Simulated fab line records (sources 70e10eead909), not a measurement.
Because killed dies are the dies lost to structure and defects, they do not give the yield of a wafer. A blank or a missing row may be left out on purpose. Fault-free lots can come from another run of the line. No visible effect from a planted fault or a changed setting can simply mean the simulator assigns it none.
Chamber matching || flow nandHarc || NHARC_A_BONDPAD_CMP_29 on cmp-01 has 4 sister chambers
The step polishes SiCN, target thk 200 nm. 14 wafers are shown with their chamber, then 7 later ones without.

WAFERS PAIRED WITH THEIR CHAMBERS
{"wafer": "L481.2", "chamber": 2, "motorCurrentA (A)": 11.6, "retainingRingPressureFrac": 1.001}
{"wafer": "L481.3", "chamber": 0, "motorCurrentA (A)": 13.0, "retainingRingPressureFrac": 0.993}
{"wafer": "L481.5", "chamber": 3, "motorCurrentA (A)": 11.5, "retainingRingPressureFrac": 0.999}
{"wafer": "L484.2", "chamber": 2, "motorCurrentA (A)": 12.3, "retainingRingPressureFrac": 1.002}
{"wafer": "L484.3", "chamber": 1, "motorCurrentA (A)": 9.9, "retainingRingPressureFrac": 1.006}
{"wafer": "L484.6", "chamber": 1, "motorCurrentA (A)": 10.3, "retainingRingPressureFrac": 1.009}
{"wafer": "L494.1", "chamber": 3, "motorCurrentA (A)": 10.9, "retainingRingPressureFrac": 0.999}
{"wafer": "L494.2", "chamber": 2, "motorCurrentA (A)": 12.1, "retainingRingPressureFrac": 0.996}
{"wafer": "L494.4", "chamber": 1, "motorCurrentA (A)": 10.5, "retainingRingPressureFrac": 1.001}
{"wafer": "L493.1", "chamber": 2, "motorCurrentA (A)": 11.9, "retainingRingPressureFrac": 1.004}
{"wafer": "L493.3", "chamber": 1, "motorCurrentA (A)": 10.0, "retainingRingPressureFrac": 0.992}
{"wafer": "L493.5", "chamber": 1, "motorCurrentA (A)": 10.0, "retainingRingPressureFrac": 1.005}
{"wafer": "L497.1", "chamber": 0, "motorCurrentA (A)": 14.3, "retainingRingPressureFrac": 1.000}
{"wafer": "L497.2", "chamber": 1, "motorCurrentA (A)": 10.4, "retainingRingPressureFrac": 1.006}

SIGNATURES (means of the wafers above)
{"reading": "motorCurrentA", "chamber 0": 13.650, "chamber 1": 10.183, "chamber 2": 11.975, "chamber 3": 11.200, "scatter within a chamber": 0.4}
{"reading": "retainingRingPressureFrac", "chamber 0": 0.99650, "chamber 1": 1.00317, "chamber 2": 1.00075, "chamber 3": 0.99900, "scatter within a chamber": 0.00492}
Rule: for a wafer and a chamber, the distance is found by dividing, reading by reading, the gap between the wafer's reading and the chamber's mean by the reading's scatter, squaring, summing and taking the root. If the next closest chamber is less than 2 further off than the closest, the wafer can't be placed; otherwise it belongs to the closest. How the scatter is found: for the shown wafers, subtract from each reading the mean of its chamber, square and add these, divide the total by (wafers less chambers), then take the root.

WAFERS WITH NO CHAMBER GIVEN
{"wafer": "L497.3", "motorCurrentA (A)": 11.8, "retainingRingPressureFrac": 1.003}
{"wafer": "L498.1", "motorCurrentA (A)": 10.7, "retainingRingPressureFrac": 1.000}
{"wafer": "L498.3", "motorCurrentA (A)": 13.5, "retainingRingPressureFrac": 1.002}
{"wafer": "L498.4", "motorCurrentA (A)": 12.4, "retainingRingPressureFrac": 1.000}
{"wafer": "L502.1", "motorCurrentA (A)": 13.7, "retainingRingPressureFrac": 0.996}
{"wafer": "L502.5", "motorCurrentA (A)": 12.5, "retainingRingPressureFrac": 1.009}
{"wafer": "L502.6", "motorCurrentA (A)": 10.3, "retainingRingPressureFrac": 0.998}

EACH ONE'S CHAMBER
{"wafer": "L497.3", "from the rows above": "can't be placed: 2 or 3", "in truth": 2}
{"wafer": "L498.1", "from the rows above": "can't be placed: 3 or 1 or 2", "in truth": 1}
{"wafer": "L498.3", "from the rows above": 0, "in truth": 0}
{"wafer": "L498.4", "from the rows above": "can't be placed: 2 or 3", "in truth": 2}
{"wafer": "L502.1", "from the rows above": 0, "in truth": 0}
{"wafer": "L502.5", "from the rows above": "can't be placed: 2 or 3 or 0", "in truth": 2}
{"wafer": "L502.6", "from the rows above": "can't be placed: 1 or 3", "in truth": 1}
Correctly placed: 2 of 7. Unplaceable from these rows: 5, with the true chamber sitting among the candidates in 5. 0 placed wrongly.
